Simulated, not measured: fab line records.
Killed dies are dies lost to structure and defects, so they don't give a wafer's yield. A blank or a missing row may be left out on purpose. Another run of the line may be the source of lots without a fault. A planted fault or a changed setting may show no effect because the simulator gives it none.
Struck lot and sound lot, side by side | flow n5_finfet | 16 out of 1938 route steps
Sound: these wafers, L311.1, L311.4, L311.6. Struck: wafers L331.2, L331.3. (L331.1 of the same lot was not struck and is left out.) The cause comes at the end.
At each step with rows: each side's tool, then ch and its chambers, then its first start. Under that, the readings that differ: sound wafers | struck wafers | difference of the means | sigmas: that difference in standard deviations of wafers without a fault.
alike: readings with means less than 2 such deviations apart, plus words and numbers identical on both sides. not compared: withheld readings, readings lacking a value on some wafer, bounds such as >300 that could conceal the same value, and numbers that have no deviation in the record and whose values overlap.
A row with sigmas, a row that says differs or no value, or rows on one side alone: a step with any of these is where the two part. Numbers that don't overlap but have no deviation are shown without sigmas and don't part them. A reading that every wafer of one side lacks parts them only if that side has two wafers or more.

first, 7 steps without rows for these wafers: N5_MIM_BOT_LITHO_COAT_02; N5_MIM_BOT_LITHO_EBR_04; N5_MIM_BOT_LITHO_SOFTBAKE_03 (time 90 s); N5_MIM_BOT_LITHO_EXPOSE_05 (exposes mask MIM BOT); N5_MIM_BOT_LITHO_PEB_06; N5_MIM_BOT_LITHO_DEVELOP_07 (develop time 60 s); N5_MIM_BOT_LITHO_HARDBAKE_09 (time 120 s).
N5_MIM_BOT_LITHO_CD_MEAS_08: target cd 3000 nm.
  sound on cd_sem-03 ch 0, day 13 02:27; struck on cd_sem-02 ch 0, day 19 17:04
  alike: cd_nm
N5_MIM_BOT_LITHO_OVL_MEAS_11:
  sound on overlay-01 ch 0, day 13 02:29; struck on overlay-02 ch 0, day 19 17:05
  alike: MIM_BOT_OVL
N5_MIM_BOT_LITHO_INSPECT_12: inspects for defects (macro).
  struck on defect_inspect-01, day 19 17:07; sound on defect_inspect-02, day 13 02:31
  alike: raw_defect_count
N5_MIM_BOT_LITHO_DESCUM_10: chemistry O2, time 7.9 s.
  sound on rie_diel-01 ch 1,2, day 13 02:32; struck on rie_diel-04 ch 2,3, day 19 17:09
  alike: drypump_motor_current_A, o2_flow_sccm, oes_product_au, rf_vpp_V, showerhead_plenum_p_Torr, throttle_valve_pct
  not compared: rf_hours_counter_h
N5_MIM_BOT_ETCH_ETCH_04: etches SiNx in CF4/O2, target depth 26 nm, time 13 s.
  sound on rie_diel-01 ch 1,2, day 13 02:37; struck on rie_diel-04 ch 2,3, day 19 17:13
  reading      | sound       | struck  | difference | sigmas
  rf_vpp_V (V) | 237 255 254 | 231 241 | -13        | -2
  alike: drypump_motor_current_A, mfc_ar_sccm, oes_product_au, showerhead_plenum_p_Torr, throttle_valve_pct
  not compared: rf_hours_counter_h
N5_MIM_BOT_ETCH_ETCH_03: etches the open film in Cl2/BCl3, target depth 12 nm.
  sound on rie_metal-03 ch 1, day 13 02:42; struck on rie_metal-02 ch 0,1, day 19 17:19
  reading                              | sound             | struck      | difference | sigmas
  model.etch.depth_nm (nm)             | 12.55 12.64 12.68 | 15.55 16.14 | +3.22      |
  model.MIM_BOT_ETCH.cd_offset_nm (nm) | -0.6 -0.4 -0.2    | -1.4 -1.8   | -1.2       |
  alike: drypump_motor_current_A, oes_product_au, throttle_valve_pct
  not compared: rf_hours_counter_h
N5_MIM_BOT_ETCH_ETCH_00: etches TiN in Cl2/BCl3, target depth 45.5 nm.
  sound on rie_metal-03 ch 1, day 13 02:53; struck on rie_metal-02 ch 0,1, day 19 17:24
  reading                              | sound          | struck    | difference | sigmas
  oes_product_au (a.u.)                | 0.91 0.90 0.90 | 0.75 0.75 | -0.15      | -3
  model.MIM_BOT_ETCH.cd_offset_nm (nm) | 0 0 0.2        | -1.6 -1.8 | -1.8       |
  alike: drypump_motor_current_A, mfc_ar_sccm, throttle_valve_pct
  not compared: rf_hours_counter_h
N5_MIM_BOT_ETCH_STRIP_01: strips in O2.
  sound on rie_diel-01 ch 1,2,3, day 13 03:08; struck on rie_diel-01 ch 0,3, day 19 17:32
  reading             | sound             | struck      | difference | sigmas
  o2_flow_sccm (sccm) | 225.3 226.0 225.9 | 224.3 224.0 | -1.6       | -2
  alike: drypump_motor_current_A, oes_product_au, rf_vpp_V, showerhead_plenum_p_Torr, throttle_valve_pct
  not compared: rf_hours_counter_h
then, 1 step without rows for these wafers: N5_PASSIVATION_PROBE_49.

== WHERE THEY PART ==
Earliest at N5_MIM_BOT_ETCH_ETCH_04; latest, in this record, at N5_MIM_BOT_ETCH_STRIP_01.

WHY: whatever the simulator had introduced
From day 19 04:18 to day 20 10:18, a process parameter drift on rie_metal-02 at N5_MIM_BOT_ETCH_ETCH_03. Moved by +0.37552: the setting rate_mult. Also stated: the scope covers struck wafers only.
